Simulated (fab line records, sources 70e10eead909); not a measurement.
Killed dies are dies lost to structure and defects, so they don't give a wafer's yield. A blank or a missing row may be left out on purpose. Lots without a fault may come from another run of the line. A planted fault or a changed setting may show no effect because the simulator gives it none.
Which tool did it? | flow nand_harc | 24 lots, 72 wafers sampled, at 1 step of a route of 1302

WHAT THE GAUGES READ, wafer by wafer
NHARC_A_WL_FILL_INSPECT_15. Usual: raw_defect_count 517, standard deviation 160.
lot  | measured     | on                | raw_defect_count | flag
L074 | day 20 17:08 | defect_inspect-01 | 504 507 510      |
L075 | day 21 17:43 | defect_inspect-01 | 477 481 459      |
L077 | day 22 03:15 | defect_inspect-01 | 244 471 399      |
L076 | day 22 03:25 | defect_inspect-02 | 656 750 523      |
L078 | day 22 17:35 | defect_inspect-02 | 401 454 507      |
L079 | day 23 11:43 | defect_inspect-02 | 376 365 397      |
L081 | day 23 17:09 | defect_inspect-02 | 421 431 471      |
L080 | day 23 19:23 | defect_inspect-01 | 647 555 448      |
L083 | day 24 05:48 | defect_inspect-01 | 442 489 594      |
L082 | day 24 06:16 | defect_inspect-02 | 887 661 570      |
L084 | day 25 01:45 | defect_inspect-01 | 642 952 698      |
L085 | day 25 08:00 | defect_inspect-01 | 362 419 329      |
L086 | day 26 08:11 | defect_inspect-02 | 350 400 486      |
L087 | day 26 19:23 | defect_inspect-01 | 461 417 489      |
L089 | day 27 07:09 | defect_inspect-01 | 446 407 389      |
L088 | day 27 07:10 | defect_inspect-02 | 741 646 682      |
L091 | day 27 16:31 | defect_inspect-02 | 938 743 630      |
L090 | day 27 16:40 | defect_inspect-01 | 421 492 462      |
L092 | day 29 12:58 | defect_inspect-02 | 426 442 509      |
L093 | day 29 16:00 | defect_inspect-01 | 365 462 438      |
L094 | day 29 19:37 | defect_inspect-01 | 361 478 417      |
L095 | day 30 05:14 | defect_inspect-02 | 288 407 317      |
L096 | day 30 22:04 | defect_inspect-02 | 1010 368 673     |
L097 | day 31 01:22 | defect_inspect-01 | 750 703 902      |

WHICH TOOL RAN EACH LOT (tool, then ch and the chambers of the sampled wafers, then the start)
The record holds no process step before these readings.

WHAT THE TOOLS THEMSELVES READ (means of the sampled wafers that have a number; where no wafer has one, the mark that the record gives instead)
The record holds no such reading with a usual standard deviation.

THE ANSWER, worked out from the rows above alone
Rule: a lot is off if the mean of its wafers that have a number lies more than 3 standard deviations from the usual mean. A lot without any number at a reading at which 4 lots or more have one is off too. The other lots that the step has rows for count as sound. The gauges are gone through in route order, then the tools' own readings, and for those a lot's mean is taken as printed above. The first step at which some lot is off is used, and at that step the reading that is off furthest; a lot without a number counts as furthest.
No lot is off at any reading shown: from this, nothing can be told.

WHAT THE SIMULATOR HAD PUT IN
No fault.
